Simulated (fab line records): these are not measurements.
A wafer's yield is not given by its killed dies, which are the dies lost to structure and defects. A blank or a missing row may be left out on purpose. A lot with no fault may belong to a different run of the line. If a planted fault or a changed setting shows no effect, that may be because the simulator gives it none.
A lot that was struck, set against a sound lot :: flow n5Finfet :: 14 out of 1938 route steps
Sound: these wafers, L807.1, L807.5, L807.6. Struck: wafer L802.5. (L802.6 of the same lot was not struck and is left out.) The cause comes at the end.
Per side, at each step with rows, come the tool, then ch with its chambers, and then its first start. Under that, the readings that differ: sound wafers :: struck wafers :: difference of the means :: sigmas: that difference in standard deviations of wafers without a fault.
alike: readings with means less than 2 such deviations apart, plus words and numbers identical on both sides. not compared: withheld readings, readings lacking a value on some wafer, bounds such as >300 that could conceal the same value, and numbers that have no deviation in the record and whose values overlap.
The two part at a step that has a row with sigmas, a row that says differs or no value, or rows on one side only. Numbers that don't overlap but have no deviation are shown without sigmas and don't part them. A reading missing from all wafers of one side parts the sides only when that side holds two or more wafers.

first, 7 steps without rows for these wafers: N5_BEOL_M12_COAT_22 (resist thk 300 nm); N5_BEOL_M12_EBR_24; N5_BEOL_M12_SOFTBAKE_23 (time 60 s); N5_BEOL_M12_EXPOSE_25 (exposes mask M12); N5_BEOL_M12_PEB_26 (peb time 90 s); N5_BEOL_M12_DEVELOP_27 (develop time 45 s); N5_BEOL_M12_HARDBAKE_32 (time 120 s).
N5_BEOL_M12_CD_MEAS_28: target cd 160.2 nm.
  sound on cdSem-02 ch 0, day 15 10:48; struck on cdSem-01 ch 0, day 14 00:47
  alike: cdNm
N5_BEOL_M12_OVL_MEAS_29:
  sound on overlay-02 ch 0, day 15 10:50; struck on overlay-01 ch 0, day 14 00:49
  alike: M12_OVL
N5_BEOL_M12_INSPECT_30: inspects for defects (macro).
  struck on defectInspect-01, day 14 00:50; sound on defectInspect-02, day 15 10:52
  alike: rawDefectCount
N5_BEOL_M12_DESCUM_33: chemistry O2, time 7.9 s.
  sound on rieDiel-04 ch 0,1,2, day 15 10:53; struck on rieDiel-05 ch 2, day 14 00:56
  alike: drypumpMotorCurrentA, oesProductAu, rfVppV, showerheadPlenumPTorr, throttleValvePct
  not compared: rfHoursCounterH
N5_BEOL_M12_ETCH_67: etches SiARC in CF4, target depth 143 nm, time 238.3 s.
  sound on rieDiel-04 ch 0,1,2, day 15 10:56; struck on rieDiel-05 ch 2, day 14 01:16
  alike: drypumpMotorCurrentA, etchRfOnTimeS, oesProductAu, rfVppV, showerheadPlenumPTorr, throttleValvePct
  not compared: rfHoursCounterH
N5_BEOL_M12_ETCH_68: etches SOC in N2/H2, time 285 s.
  sound on rieDiel-04 ch 0,1,2, day 15 11:04; struck on rieDiel-05 ch 2, day 14 01:46
reading: h2FlowSccm (sccm)
sound: 198.9 199.4 199.7
struck: 200.8
difference: +1.5
sigmas: +2

reading: model.SiARC_of_BEOL_M12_COAT_66.thkNm (nm)
sound: 85.8 85 85.6
struck: 83.4
difference: -2.1
sigmas: 
  alike: drypumpMotorCurrentA, oesProductAu, rfVppV, showerheadPlenumPTorr, throttleValvePct
  not compared: rfHoursCounterH
then, 1 step without rows for these wafers: N5_BEOL_M12_STRIP_69 (strips in N2/H2).

## WHERE THEY PART
Within this record, at N5_BEOL_M12_ETCH_68 only.

WHY: whatever the simulator had introduced
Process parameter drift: rieDiel-05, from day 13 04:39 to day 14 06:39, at N5_BEOL_M12_ETCH_68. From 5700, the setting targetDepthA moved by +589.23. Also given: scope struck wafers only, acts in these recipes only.
